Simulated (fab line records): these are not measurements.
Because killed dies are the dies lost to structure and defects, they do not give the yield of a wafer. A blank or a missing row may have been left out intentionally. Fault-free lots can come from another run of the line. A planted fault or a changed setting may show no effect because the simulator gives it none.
A lot that was struck, set against a sound lot    flow nand_harc    18 out of 1302 route steps
Sound: these wafers, L400.3, L400.4, L400.6. Wafers L391.3, L391.4, L391.6 were the ones struck. The cause is named last.
At each step with rows: each side's tool, then ch and its chambers, then its first start. Under that, the readings that differ: sound wafers    struck wafers    difference of the means    sigmas: that difference in standard deviations of wafers without a fault.
alike: readings with means less than 2 such deviations apart, plus words and numbers identical on both sides. not compared: withheld readings, readings lacking a value on some wafer, bounds such as >300 that could conceal the same value, and numbers that have no deviation in the record and whose values overlap.
The two part at a step that has a row with sigmas, a row that says differs or no value, or rows on one side only. Numbers that don't overlap but have no deviation are shown without sigmas and don't part them. A reading missing from all wafers of one side parts the sides only when that side holds two or more wafers.

first, 1 step without rows for these wafers: NHARC_A_SGD_CUT_ETCH_59 (etches the open film in N2/H2, target depth 260 nm, time 406.25 s).
NHARC_A_SGD_CUT_ETCH_15: etches the open film in CH3F/O2, target depth 75 nm, time 64.3 s.
  sound on rie_diel-12 ch 0,1,2; struck on rie_diel-02 ch 0,3
  alike: drypump_motor_current_A, oes_product_au, rf_fwd_power_W, rf_vpp_V, showerhead_plenum_p_Torr, throttle_valve_pct
  not compared: rf_hours_counter_h
NHARC_A_SGD_CUT_ETCH_16: etches the open film in C4F8/O2/Ar, target depth 310.5 nm, time 155.2 s.
  sound on rie_diel-12 ch 1,2; struck on rie_diel-02 ch 2,3
  alike: oes_product_au, rf_fwd_power_W, rf_vpp_V
  not compared: rf_hours_counter_h
then, 1 step without rows for these wafers: NHARC_A_SGD_CUT_STRIP_60 (strips in C4F8/O2/Ar).
NHARC_A_SGD_CUT_STRIP_17: strips in O2.
  sound on rie_diel-12 ch 0,1,3; struck on rie_diel-02 ch 0,1,3
  alike: drypump_motor_current_A, oes_product_au, rf_vpp_V, showerhead_plenum_p_Torr, throttle_valve_pct
  not compared: rf_hours_counter_h
then, 5 steps without rows for these wafers: NHARC_A_SGD_CUT_PRECLEAN_18 (cleans in SC1); NHARC_A_SGD_CUT_SRD_19; NHARC_A_SGD_CUT_DEP_20 (deposits SiO2, target thk 150 nm); NHARC_A_SGD_CUT_ANNEAL_27 (time 1800 s); NHARC_A_SGD_CUT_CMP_21 (polishes, target thk 148.19 nm).
NHARC_A_SGD_CUT_THK_MEAS_22: measures by ellipsometry.
  sound: film_metro-02 at day 28 04:46; struck: film_metro-02 at day 23 15:05
  alike: thk_nm
after that, 1 step had no rows for these wafers: NHARC_A_SGD_CUT_SRD_23.
NHARC_A_SGD_CUT_ETCH_26: etches SiO2 in dHF, target depth 45.8 nm.
  sound on wet_bench-05 ch 1,2,5, day 28 04:50; struck on wet_bench-05 ch 2,3,4, day 23 15:10
NHARC_A_SGD_CUT_ETCHBACK_24: etches the open film in CH3F/O2, target depth 50 nm, time 92.857 s.
  sound on rie_diel-05 ch 0,2, day 28 05:00; struck on rie_diel-12 ch 1,2, day 23 15:19
  alike: drypump_motor_current_A, oes_product_au, rf_fwd_power_W, rf_vpp_V, showerhead_plenum_p_Torr, throttle_valve_pct
  not compared: rf_hours_counter_h
then, 1 step without rows for these wafers: NHARC_A_SGD_CUT_STRIP_28 (strips in O2, time 20 s).
NHARC_A_SGD_CUT_INSPECT_25:
  sound: defect_inspect-01 at day 28 05:14; struck: defect_inspect-02 at day 23 15:33
reading           sound        struck       difference  sigmas
raw_defect_count  386 310 378  610 617 588  +247        +3
NHARC_A_SLIT_DEP_25: deposits SiO2, target thk 200 nm.
  sound on pecvd-04 ch 1,2, day 28 05:18; struck on pecvd-01 ch 0,1,2, day 23 15:41
  alike: heater_power_w, mfc_precursor_sccm, rf_fwd_power_W, throttle_valve_pct
-- the record jumps here: 5 days lie between the struck wafers' starts before and after (it left off in module A_SLIT and takes up again in module END, whose first step shown is number 1302 of the route) --
NHARC_END_SORT_01:
  here the record holds rows for the struck wafers (prober-02 ch 0, day 28 15:50) but none for the sound ones

== WHERE THEY PART ==
First at NHARC_A_SGD_CUT_INSPECT_25; last, within this record, at NHARC_END_SORT_01.

WHY: what had been put in by the simulator
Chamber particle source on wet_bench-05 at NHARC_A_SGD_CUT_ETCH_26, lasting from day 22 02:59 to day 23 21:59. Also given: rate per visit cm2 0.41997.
